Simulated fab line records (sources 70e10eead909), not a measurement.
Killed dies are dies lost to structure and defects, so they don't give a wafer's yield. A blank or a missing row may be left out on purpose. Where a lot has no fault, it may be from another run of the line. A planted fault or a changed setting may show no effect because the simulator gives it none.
Struck lot and sound lot, side by side	flow nand-harc	15 steps out of a route of 1302
Sound: these wafers, L924.3, L924.4, L924.6. The struck wafers were L912.1, L912.5, L912.6. Last of all comes the cause.
At each step with rows: each side's tool, then ch and its chambers, then its first start. Under that, the readings that differ: sound wafers	struck wafers	difference of the means	sigmas: that difference in standard deviations of wafers without a fault.
alike: readings whose means differ by less than 2 such deviations, and words and numbers that are the same on both sides. not compared: withheld readings, readings that some wafer has no value for, bounds like >300 that may hide the same value, and numbers for which the record gives no deviation and whose values overlap.
A row with sigmas, a row that says differs or no value, or rows on one side alone: a step with any of these is where the two part. Non-overlapping numbers with no deviation appear without sigmas and do not part them. Lack of a reading on every wafer of one side parts them only where that side has two or more wafers.

first, 2 steps without rows for these wafers: NHARC_A_CONTACT_ETCH_50 (etches the open film in CF4/CHF3, target depth 121 nm, time 60.5 s); NHARC_A_CONTACT_ETCH_51 (etches the open film in O2/COS, target depth 7000 nm, time 1820 s).
NHARC_A_CONTACT_ETCH_111: etches the open film in C4F8/O2/Ar, time 140 s, target depth 700 nm.
  sound on har-cap-etch-02 ch 0,1, day 29 10:30; struck on har-cap-etch-02 ch 0,1, day 24 03:29
  alike: chamber-pressure-mTorr, oes-air-line-au
  not compared: rf-hours-counter-h
then, 1 step without rows for these wafers: NHARC_A_CONTACT_ETCH_112 (etches the open film in C4F8/O2/Ar, time 190 s, target depth 1850 nm).
NHARC_A_CONTACT_ETCH_113: etches the open film in C4F8/O2/Ar, time 190 s, target depth 1850 nm.
  sound on har-cap-etch-02 ch 0,1, day 29 10:52; struck on har-cap-etch-02 ch 0,1, day 24 03:52
  alike: chamber-pressure-mTorr, oes-air-line-au
  not compared: rf-hours-counter-h
NHARC_A_CONTACT_ETCH_114: etches the open film in C4F8/O2/Ar, time 190 s, target depth 1850 nm.
  sound on har-cap-etch-02 ch 0,1, day 29 11:02; struck on har-cap-etch-02 ch 0,1, day 24 04:02
  alike: chamber-pressure-mTorr, oes-air-line-au
  not compared: rf-hours-counter-h
then, 5 steps without rows for these wafers: NHARC_A_CONTACT_ETCH_115 (etches the open film in C4F8/O2/Ar, time 190 s, target depth 1850 nm); NHARC_A_CONTACT_ETCH_116 (etches the open film in C4F8/O2/Ar, time 190 s, target depth 1850 nm); NHARC_A_CONTACT_ETCH_117 (etches the open film in C4F8/O2/Ar, time 190 s, target depth 1850 nm); NHARC_A_CONTACT_ETCH_118 (etches the open film in C4F8/O2/Ar, time 190 s, target depth 1850 nm); NHARC_A_CONTACT_ETCH_119 (etches the open film in C4F8/O2/Ar, time 190 s, target depth 1850 nm).
NHARC_A_CONTACT_ETCH_120: etches the open film in C4F8/O2/Ar, time 190 s, target depth 1850 nm.
  sound on har-cap-etch-02 ch 0,1, day 29 12:04; struck on har-cap-etch-02 ch 0,1, day 24 05:04
  alike: chamber-pressure-mTorr, oes-air-line-au
  not compared: rf-hours-counter-h
NHARC_A_CONTACT_ETCH_121: etches the open film in C4F8/O2/Ar, time 190 s, target depth 1850 nm.
  sound on har-cap-etch-02 ch 0,1, day 29 12:14; struck on har-cap-etch-02 ch 0,1, day 24 05:14
  no value came back on the struck wafers for chamber-pressure-mTorr (mTorr), oes-air-line-au (a.u.); on the sound wafers chamber-pressure-mTorr (mTorr) reads 20.000 20.019 19.989
  not compared: rf-hours-counter-h
NHARC_A_CONTACT_ETCH_122: etches the open film in C4F8/O2/Ar, time 190 s, target depth 1850 nm.
  sound on har-cap-etch-02 ch 0,1, day 29 12:24; struck on har-cap-etch-02 ch 0,1, day 24 05:24
reading	sound	struck	difference	sigmas
oes-air-line-au (a.u.)	1.027 1.020 1.003	0.991 0.957 0.972	-0.043	-2
  alike: chamber-pressure-mTorr
  not compared: rf-hours-counter-h
-- record jumps: 3 days between struck wafers' starts before vs after; left off in module A_CONTACT, resumes in module END, first step shown is number 1302 of the route --
NHARC_END_SORT_01:
  the record has rows for the struck wafers here (prober-02 ch 0, day 27 01:10) and none for the sound ones

WHERE THEY PART
Earliest at NHARC_A_CONTACT_ETCH_121; latest, in this record, at NHARC_END_SORT_01.

WHY: what had been put in by the simulator
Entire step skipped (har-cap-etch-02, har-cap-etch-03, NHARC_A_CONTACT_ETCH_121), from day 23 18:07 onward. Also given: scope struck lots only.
